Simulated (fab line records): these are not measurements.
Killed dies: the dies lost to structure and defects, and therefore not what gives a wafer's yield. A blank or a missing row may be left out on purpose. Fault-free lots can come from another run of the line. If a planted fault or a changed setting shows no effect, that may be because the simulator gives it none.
Which of the tools did it? ; flow nand_harc ; Sampling: 21 lots, 63 wafers, 6 of 1159 route steps

WHAT EACH GAUGE READ, for each wafer
No reading from a measuring or inspecting step in the record can be judged against a usual standard deviation.

WHICH TOOL RAN EACH LOT (tool, then ch and the chambers of the sampled wafers, then the start)
lot;NHARC_A_STAIRCASE_DESCUM_186;NHARC_A_STAIRCASE_TRIM_189;NHARC_A_STAIRCASE_TRIM_193;NHARC_A_STAIRCASE_ETCH_194;NHARC_A_STAIRCASE_TRIM_202;NHARC_A_STAIRCASE_STRIP_205
L074;rie_diel-12 ch 0,1,2, day 10 03:41;rie_diel-12 ch 0,1,2, day 10 06:16 or earlier;rie_diel-12 ch 0,1, day 10 06:16 or earlier;rie_diel-12 ch 2,3, day 10 06:16 or earlier;rie_diel-12 ch 1,3, day 10 06:16 or earlier;plasma_asher-01 ch 0,1, day 10 06:16
L075;rie_diel-02 ch 0,2,3, day 11 08:38;rie_diel-02 ch 0,1,2, day 11 10:52 or earlier;rie_diel-02 ch 0,1,3, day 11 10:52 or earlier;rie_diel-02 ch 0,2,3, day 11 10:52 or earlier;rie_diel-02 ch 1,2,3, day 11 10:52 or earlier;plasma_asher-02 ch 0,1, day 11 10:52
L076;rie_diel-02 ch 0,2,3, day 11 19:19;rie_diel-02 ch 0,2,3, day 11 23:19 or earlier;rie_diel-02 ch 1,3, day 11 23:19 or earlier;rie_diel-02 ch 0,3, day 11 23:19 or earlier;rie_diel-03 ch 1,2,3, day 11 23:19 or earlier;plasma_asher-01 ch 1, day 11 23:19
L078;rie_diel-03 ch 1,3, day 11 20:32;rie_diel-03 ch 0,2,3, day 12 00:21 or earlier;rie_diel-03 ch 2,3, day 12 00:21 or earlier;rie_diel-03 ch 0,1, day 12 00:21 or earlier;rie_diel-03 ch 0,2,3, day 12 00:21 or earlier;plasma_asher-01 ch 0,1, day 12 00:21
L080;rie_diel-02 ch 1,3, day 12 09:26;rie_diel-02 ch 0,2,3, day 12 11:43 or earlier;rie_diel-02 ch 0,1,2, day 12 11:43 or earlier;rie_diel-02 ch 1,2,3, day 12 11:43 or earlier;rie_diel-03 ch 1,2,3, day 12 11:43 or earlier;plasma_asher-01 ch 0,1, day 12 11:43
L082;rie_diel-03 ch 1,2, day 12 13:46;rie_diel-03 ch 0,3, day 12 15:59 or earlier;rie_diel-03 ch 0,3, day 12 15:59 or earlier;rie_diel-03 ch 0,1,2, day 12 15:59 or earlier;rie_diel-03 ch 0,1, day 12 15:59 or earlier;plasma_asher-02 ch 0,1, day 12 15:59
L081;rie_diel-03 ch 1,2,3, day 13 00:53;rie_diel-03 ch 0,1,2, day 13 03:12 or earlier;rie_diel-03 ch 0,1,3, day 13 03:12 or earlier;rie_diel-03 ch 0,1,2, day 13 03:12 or earlier;rie_diel-12 ch 1,2,3, day 13 03:12 or earlier;plasma_asher-02 ch 0,1, day 13 03:12
L084;rie_diel-03 ch 0,1,3, day 13 13:27;rie_diel-03 ch 0,1, day 13 15:46 or earlier;rie_diel-03 ch 0,1,2, day 13 15:46 or earlier;rie_diel-03 ch 2,3, day 13 15:46 or earlier;rie_diel-03 ch 0,2,3, day 13 15:46 or earlier;plasma_asher-02 ch 0,1, day 13 15:46
L087;rie_diel-03 ch 0,1,2, day 13 20:29;rie_diel-03 ch 0,1,3, day 13 22:41 or earlier;rie_diel-03 ch 0,3, day 13 22:41 or earlier;rie_diel-03 ch 1,2, day 13 22:41 or earlier;rie_diel-03 ch 1,2, day 13 22:41 or earlier;plasma_asher-01 ch 0,1, day 13 22:41
L086;rie_diel-02 ch 0,1,3, day 13 21:11;rie_diel-02 ch 0,1,2, day 13 23:29 or earlier;rie_diel-02 ch 1,2,3, day 13 23:29 or earlier;rie_diel-02 ch 0,1,3, day 13 23:29 or earlier;rie_diel-02 ch 0,1,2, day 13 23:29 or earlier;plasma_asher-01 ch 1, day 13 23:29
L083;rie_diel-02 ch 0,1,2, day 14 00:13;rie_diel-02 ch 0,1,2, day 14 02:39 or earlier;rie_diel-02 ch 0,2,3, day 14 02:39 or earlier;rie_diel-02 ch 1,2,3, day 14 02:39 or earlier;rie_diel-02 ch 0,3, day 14 02:39 or earlier;plasma_asher-01 ch 0,1, day 14 02:39
L089;rie_diel-03 ch 1,2,3, day 14 13:05;rie_diel-03 ch 1,2,3, day 14 15:43 or earlier;rie_diel-03 ch 0,2,3, day 14 15:43 or earlier;rie_diel-03 ch 0,1,3, day 14 15:43 or earlier;rie_diel-03 ch 1,2,3, day 14 15:43 or earlier;plasma_asher-01 ch 0,1, day 14 15:43
L088;rie_diel-12 ch 0,2,3, day 14 13:46;rie_diel-12 ch 0,1,3, day 14 16:16 or earlier;rie_diel-12 ch 0,1,2, day 14 16:16 or earlier;rie_diel-12 ch 0,1,2, day 14 16:16 or earlier;rie_diel-12 ch 0,1,2, day 14 16:16 or earlier;plasma_asher-01 ch 0,1, day 14 16:16
L090;rie_diel-03 ch 0,2,3, day 15 09:25;rie_diel-03 ch 0,2,3, day 15 11:46 or earlier;rie_diel-03 ch 2,3, day 15 11:46 or earlier;rie_diel-03 ch 0,2,3, day 15 11:46 or earlier;rie_diel-02 ch 0,2,3, day 15 11:46 or earlier;plasma_asher-02 ch 0,1, day 15 11:46
L092;rie_diel-02 ch 0,2,3, day 15 12:08;rie_diel-02 ch 1,2,3, day 15 14:34 or earlier;rie_diel-02 ch 1,2, day 15 14:34 or earlier;rie_diel-02 ch 1,2, day 15 14:34 or earlier;rie_diel-02 ch 1,2, day 15 14:34 or earlier;plasma_asher-02 ch 0,1, day 15 14:34
L093;rie_diel-02 ch 0,1,2, day 15 15:13;rie_diel-02 ch 0,2,3, day 15 17:33 or earlier;rie_diel-02 ch 0,1,3, day 15 17:33 or earlier;rie_diel-02 ch 1,2,3, day 15 17:33 or earlier;rie_diel-02 ch 0,1,3, day 15 17:33 or earlier;plasma_asher-01 ch 0,1, day 15 17:33
L091;rie_diel-03 ch 0,2,3, day 15 15:38;rie_diel-03 ch 0,1,2, day 15 18:01 or earlier;rie_diel-03 ch 1,3, day 15 18:01 or earlier;rie_diel-03 ch 0,1, day 15 18:01 or earlier;rie_diel-12 ch 1,2,3, day 15 18:01 or earlier;plasma_asher-01 ch 1, day 15 18:01
L094;rie_diel-02 ch 0,1,3, day 15 19:29;rie_diel-02 ch 0,1,2, day 15 23:09 or earlier;rie_diel-02 ch 0,1,2, day 15 23:09 or earlier;rie_diel-02 ch 1,2,3, day 15 23:09 or earlier;rie_diel-12 ch 0,1,3, day 15 23:09 or earlier;plasma_asher-02 ch 0,1, day 15 23:09
L095;rie_diel-02 ch 1,3, day 16 15:34;rie_diel-02 ch 1,2, day 16 18:05 or earlier;rie_diel-02 ch 0,1,3, day 16 18:05 or earlier;rie_diel-02 ch 1,2,3, day 16 18:05 or earlier;rie_diel-03 ch 1,2, day 16 18:05 or earlier;plasma_asher-02 ch 0,1, day 16 18:05
L097;rie_diel-02 ch 2,3, day 16 15:53;rie_diel-02 ch 0,1,2, day 16 18:12 or earlier;rie_diel-02 ch 0,2,3, day 16 18:12 or earlier;rie_diel-02 ch 0,2, day 16 18:12 or earlier;rie_diel-02 ch 1,3, day 16 18:12 or earlier;plasma_asher-01 ch 0, day 16 18:12
L096;rie_diel-12 ch 0,1,3, day 16 18:43;rie_diel-12 ch 0,2, day 16 19:52 or earlier;rie_diel-12 ch 0,2,3, day 16 19:52 or earlier;rie_diel-02 ch 0,1,2, day 16 19:52;rie_diel-02 ch 1,3, day 16 21:18 or earlier;plasma_asher-02 ch 0,1, day 16 21:18
- NHARC_A_STAIRCASE_DESCUM_186: chemistry O2, time 3 s.
- NHARC_A_STAIRCASE_TRIM_189: chemistry O2, time 211.2 s.
- NHARC_A_STAIRCASE_TRIM_193: chemistry O2, time 211.2 s.
- NHARC_A_STAIRCASE_ETCH_194: etches the open film in C4F8/O2, target depth 100 nm, time 40.5 s.
- NHARC_A_STAIRCASE_TRIM_202: chemistry O2, time 211.2 s.
- NHARC_A_STAIRCASE_STRIP_205: strips in O2.

WHAT THE TOOLS THEMSELVES READ (means of the sampled wafers that have a number; where no wafer has one, the mark that the record gives instead)
NHARC_A_STAIRCASE_DESCUM_186.
lot;tool;drypump_motor_current_A (A);o2_flow_sccm (sccm);oes_product_au (a.u.);rf_vpp_V (V);showerhead_plenum_p_Torr (Torr);throttle_valve_pct (%)
L074;rie_diel-12;5.9;199.8;0.988;58.8;1.95;11.306
L075;rie_diel-02;5.5;199.9;1.000;57.2;1.86;11.306
L076;rie_diel-02;5.4;199.7;1.007;58.1;1.86;11.312
L078;rie_diel-03;5.7;199.8;1.010;57.6;1.92;11.314
L080;rie_diel-02;5.7;199.4;1.002;56.4;1.81;11.313
L082;rie_diel-03;5.0;199.8;1.003;57.9;1.96;11.306
L081;rie_diel-03;5.4;200.0;1.005;57.9;1.94;11.316
L084;rie_diel-03;5.3;200.2;1.008;57.5;1.91;11.314
L087;rie_diel-03;5.1;200.3;1.005;57.9;1.94;11.312
L086;rie_diel-02;5.7;200.2;1.008;57.5;1.83;11.323
L083;rie_diel-02;5.7;199.8;1.002;57.9;1.82;11.316
L089;rie_diel-03;5.4;199.7;1.003;58.1;1.94;11.311
L088;rie_diel-12;5.7;199.9;0.984;58.6;1.97;11.308
L090;rie_diel-03;5.4;199.7;1.008;58.0;1.92;11.300
L092;rie_diel-02;5.4;200.3;1.018;57.4;1.85;11.307
L093;rie_diel-02;5.7;199.3;0.999;56.9;1.82;11.310
L091;rie_diel-03;5.4;200.3;1.014;57.8;1.92;11.315
L094;rie_diel-02;5.6;200.0;1.012;57.2;1.83;11.312
L095;rie_diel-02;5.4;200.4;1.011;58.2;1.84;11.308
L097;rie_diel-02;5.3;199.7;1.008;57.2;1.85;11.305
L096;rie_diel-12;5.6;199.9;0.999;57.6;1.91;11.320

NHARC_A_STAIRCASE_TRIM_189.
lot;tool;drypump_motor_current_A (A);o2_flow_sccm (sccm);oes_product_au (a.u.);rf_vpp_V (V);showerhead_plenum_p_Torr (Torr);throttle_valve_pct (%)
L074;rie_diel-12;5.9;500.8;0.981;57.5;3.59;17.026
L075;rie_diel-02;5.7;500.1;1.003;57.3;3.38;17.035
L076;rie_diel-02;5.4;500.5;1.004;57.6;3.43;17.038
L078;rie_diel-03;5.5;499.9;1.004;57.7;3.55;17.035
L080;rie_diel-02;5.5;500.5;0.998;57.8;3.43;17.037
L082;rie_diel-03;5.4;500.1;1.004;58.7;3.51;17.052
L081;rie_diel-03;5.1;500.1;1.008;58.3;3.58;17.037
L084;rie_diel-03;5.0;500.5;0.996;58.3;3.56;17.036
L087;rie_diel-03;5.4;499.6;1.009;58.0;3.53;17.040
L086;rie_diel-02;5.7;500.7;1.002;57.0;3.37;17.036
L083;rie_diel-02;5.7;499.2;0.998;57.4;3.37;17.042
L089;rie_diel-03;5.4;499.0;1.006;58.0;3.57;17.040
L088;rie_diel-12;5.6;499.4;0.997;57.8;3.53;17.038
L090;rie_diel-03;5.4;500.9;1.011;57.3;3.53;17.030
L092;rie_diel-02;5.5;500.4;1.007;57.8;3.39;17.039
L093;rie_diel-02;5.4;498.5;1.017;57.5;3.42;17.038
L091;rie_diel-03;5.1;501.3;0.998;58.1;3.56;17.040
L094;rie_diel-02;5.7;499.3;0.991;57.3;3.36;17.043
L095;rie_diel-02;5.6;501.3;0.988;56.9;3.36;17.036
L097;rie_diel-02;5.7;499.0;0.994;57.3;3.36;17.033
L096;rie_diel-12;5.8;499.4;0.980;57.3;3.62;17.034

NHARC_A_STAIRCASE_TRIM_193.
lot;tool;drypump_motor_current_A (A);o2_flow_sccm (sccm);oes_product_au (a.u.);rf_vpp_V (V);showerhead_plenum_p_Torr (Torr);throttle_valve_pct (%)
L074;rie_diel-12;5.7;499.7;0.981;57.7;3.56;17.034
L075;rie_diel-02;5.7;500.1;1.000;57.5;3.40;17.039
L076;rie_diel-02;5.5;499.2;1.008;57.9;3.42;17.040
L078;rie_diel-03;5.5;499.8;1.008;58.8;3.59;17.038
L080;rie_diel-02;5.7;498.4;0.998;56.5;3.38;17.034
L082;rie_diel-03;5.4;499.9;1.011;58.0;3.51;17.032
L081;rie_diel-03;5.4;500.6;1.004;57.1;3.53;17.040
L084;rie_diel-03;5.1;500.4;1.003;58.5;3.57;17.040
L087;rie_diel-03;5.7;501.2;1.015;58.4;3.49;17.038
L086;rie_diel-02;5.5;501.2;0.997;57.3;3.39;17.041
L083;rie_diel-02;5.5;498.8;0.997;56.7;3.42;17.038
L089;rie_diel-03;5.4;498.8;1.017;57.4;3.54;17.034
L088;rie_diel-12;5.9;499.8;0.989;57.9;3.56;17.045
L090;rie_diel-03;5.5;500.5;1.010;58.0;3.57;17.041
L092;rie_diel-02;5.6;498.7;1.000;57.4;3.37;17.029
L093;rie_diel-02;5.7;498.9;1.009;57.3;3.38;17.033
L091;rie_diel-03;5.7;500.5;1.014;57.8;3.51;17.035
L094;rie_diel-02;5.7;497.1;0.997;57.1;3.36;17.032
L095;rie_diel-02;5.7;499.4;1.009;57.7;3.38;17.036
L097;rie_diel-02;5.5;499.1;1.011;56.6;3.41;17.033
L096;rie_diel-12;5.7;499.8;0.989;58.2;3.61;17.036

NHARC_A_STAIRCASE_ETCH_194.
lot;tool;oes_product_au (a.u.);rf_vpp_V (V)
L074;rie_diel-12;0.940;900
L075;rie_diel-02;0.953;893
L076;rie_diel-02;0.933;892
L078;rie_diel-03;0.939;896
L080;rie_diel-02;0.938;891
L082;rie_diel-03;0.947;897
L081;rie_diel-03;0.943;898
L084;rie_diel-03;0.969;897
L087;rie_diel-03;0.950;899
L086;rie_diel-02;0.954;889
L083;rie_diel-02;0.945;890
L089;rie_diel-03;0.931;895
L088;rie_diel-12;0.934;897
L090;rie_diel-03;0.955;896
L092;rie_diel-02;0.931;888
L093;rie_diel-02;0.950;891
L091;rie_diel-03;0.942;897
L094;rie_diel-02;0.934;891
L095;rie_diel-02;0.946;890
L097;rie_diel-02;0.940;891
L096;rie_diel-02;0.997;890

NHARC_A_STAIRCASE_TRIM_202.
lot;tool;drypump_motor_current_A (A);o2_flow_sccm (sccm);oes_product_au (a.u.);rf_vpp_V (V);showerhead_plenum_p_Torr (Torr);throttle_valve_pct (%)
L074;rie_diel-12;5.5;499.8;0.996;57.9;3.54;17.039
L075;rie_diel-02;5.5;500.2;0.996;57.2;3.40;17.031
L076;rie_diel-03;5.4;500.4;1.009;57.7;3.58;17.036
L078;rie_diel-03;5.5;497.4;1.008;57.9;3.55;17.041
L080;rie_diel-03;5.4;499.9;1.003;58.7;3.58;17.036
L082;rie_diel-03;5.0;499.1;0.992;58.3;3.57;17.042
L081;rie_diel-12;5.8;500.1;0.996;57.6;3.57;17.044
L084;rie_diel-03;5.4;499.6;1.012;57.9;3.54;17.039
L087;rie_diel-03;5.1;500.1;1.005;57.7;3.62;17.037
L086;rie_diel-02;5.7;500.9;1.004;57.1;3.37;17.035
L083;rie_diel-02;5.7;499.9;1.002;58.3;3.42;17.041
L089;rie_diel-03;5.4;500.7;1.016;57.4;3.57;17.027
L088;rie_diel-12;5.9;499.5;0.980;57.9;3.56;17.041
L090;rie_diel-02;5.4;501.4;1.011;57.9;3.42;17.031
L092;rie_diel-02;5.5;498.3;0.996;57.4;3.37;17.040
L093;rie_diel-02;5.7;500.1;1.013;57.8;3.38;17.028
L091;rie_diel-12;5.8;498.8;0.994;57.7;3.55;17.034
L094;rie_diel-12;5.6;498.8;0.991;57.2;3.52;17.044
L095;rie_diel-03;5.1;501.1;1.010;58.0;3.60;17.039
L097;rie_diel-02;5.5;499.0;1.018;57.0;3.40;17.040
L096;rie_diel-02;5.7;500.5;1.002;57.5;3.34;17.033

NHARC_A_STAIRCASE_STRIP_205.
lot;tool;drypump_motor_current_A (A);heater_power_w (W)
L074;plasma_asher-01;5.4;336
L075;plasma_asher-02;5.4;341
L076;plasma_asher-01;5.2;326
L078;plasma_asher-01;5.5;342
L080;plasma_asher-01;5.5;341
L082;plasma_asher-02;5.1;352
L081;plasma_asher-02;5.5;334
L084;plasma_asher-02;5.1;353
L087;plasma_asher-01;5.5;335
L086;plasma_asher-01;5.2;325
L083;plasma_asher-01;5.5;340
L089;plasma_asher-01;5.4;330
L088;plasma_asher-01;5.5;336
L090;plasma_asher-02;5.1;353
L092;plasma_asher-02;5.4;336
L093;plasma_asher-01;5.4;333
L091;plasma_asher-01;5.2;325
L094;plasma_asher-02;5.4;337
L095;plasma_asher-02;5.1;338
L097;plasma_asher-01;5.7;341
L096;plasma_asher-02;5.1;345

THE ANSWER, worked out from the rows above alone
Rule: what is usual is taken from the lots themselves. The widest of any qualifying gaps counts: lots, ordered by their means at a reading, are off when they make up no more than a third of the lots, leave a main group of 4 or more, and stand apart from it by 3 or more times the standard deviation of that group's means. If all means in a main group match to the digits the tables above print for the reading, that group is not used. Also off: a lot with no number at a reading for which 4 or more lots have one. Any other lot the step has rows for is counted as sound. First the gauges in route order, then the tools' own readings, where a lot's mean is used as printed above. The first step at which some lot is off is used, and at that step the reading that is off furthest; a lot without a number counts as furthest.
No lot is off on any of the readings shown, so nothing can be concluded from this.

WHAT THE SIMULATOR HAD PUT IN
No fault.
